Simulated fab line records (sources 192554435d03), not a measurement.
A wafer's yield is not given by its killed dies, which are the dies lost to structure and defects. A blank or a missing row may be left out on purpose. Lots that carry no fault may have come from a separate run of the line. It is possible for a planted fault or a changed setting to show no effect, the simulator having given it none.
One fault seen from 2 desks ; flow n5-finfet ; every desk sees just its own numbers, and what lay behind them comes last

TOOL OWNER'S DESK, ald-sin-03
The tool's own readings at N5_BEOL_M4_ALD_98 (deposits SiO2, target thk 2.5 nm, pulse time 1 s, co reactant pulse time 1 s): means of the sampled wafers that have a number, for each lot that ran on this tool. A lot is out of limits, marked OUT, if its mean lies more than 4 standard deviations from the usual mean; the brackets give that distance.
Columns: A = heater-power-outer-w at N5_BEOL_M4_ALD_98, usual 41 W; B = heater-power-w at N5_BEOL_M4_ALD_98, usual 79 W; C = precursor-pulse-height-rel at N5_BEOL_M4_ALD_98, usual 1.000
lot;first seen here;A;B;C
L907;day 7 14:39;41;86;0.997
L919;day 11 00:10;43;89;1.019
L923;day 11 15:23;44;91;1.006
This desk's finding: nothing out of limits on any of the 3 lots.

AT THE METROLOGY DESK
Lot by lot, what the gauges showed, no matter which tool ran the lot: averages of those sampled wafers that carry a number. A lot is out of limits, marked OUT, if its mean lies more than 4 standard deviations from the usual mean; the brackets give that distance. It has 12 readings; the 7 that lie furthest out on some lot are the ones shown.
Columns: A = V3_OVL at N5_BEOL_M4_OVL_MEAS_29, usual -0.4 nm; B = DIBL_P at N5_BEOL_M4_RC_MEAS_101, usual 36.2 mV/V; C = IOFF_N at N5_BEOL_M4_RC_MEAS_101, usual 0.16 nA/um; D = IOFF_P at N5_BEOL_M4_RC_MEAS_101, usual 0.21 nA/um; E = ION_N at N5_BEOL_M4_RC_MEAS_101, usual 673 uA/um; F = SS_N at N5_BEOL_M4_RC_MEAS_101, usual 71.6 mV/dec; G = VT_N at N5_BEOL_M4_RC_MEAS_101, usual 251 mV
lot;first seen here;A;B;C;D;E;F;G
L907;day 7 13:52;-0.8;34.8;0.14;0.17;662;71.2;254
L909;day 8 11:55;-0.7;38.1;0.18;0.26;672;72.0;251
L913;day 9 09:17;-1.7;33.0;0.13;0.18;665;70.9;253
L915;day 9 09:48;-0.3;35.8;0.16;0.19;684;71.9;250
L919;day 10 23:29;-0.1;37.8;0.18;0.24;680;71.9;247
L922;day 11 05:27;-0.5;34.5;0.15;0.20;665;71.4;253
L923;day 11 14:14;0.1;37.2;0.17;0.22;677;72.0;250
L926;day 12 09:13;-0.9;36.3;0.16;0.20;678;71.4;250
L927;day 13 00:38;-0.5;35.4;0.13;0.17;663;71.1;253
L928;day 13 01:45;0.5;40.4;0.22;0.27;697;72.5;245
This desk's finding: nothing out of limits on any of the 10 lots.

PUT TOGETHER
The desk of the tool owner found nothing out of limits.
At the metrology desk, nothing out of limits was observed.

WHAT THE SIMULATOR HAD INSERTED
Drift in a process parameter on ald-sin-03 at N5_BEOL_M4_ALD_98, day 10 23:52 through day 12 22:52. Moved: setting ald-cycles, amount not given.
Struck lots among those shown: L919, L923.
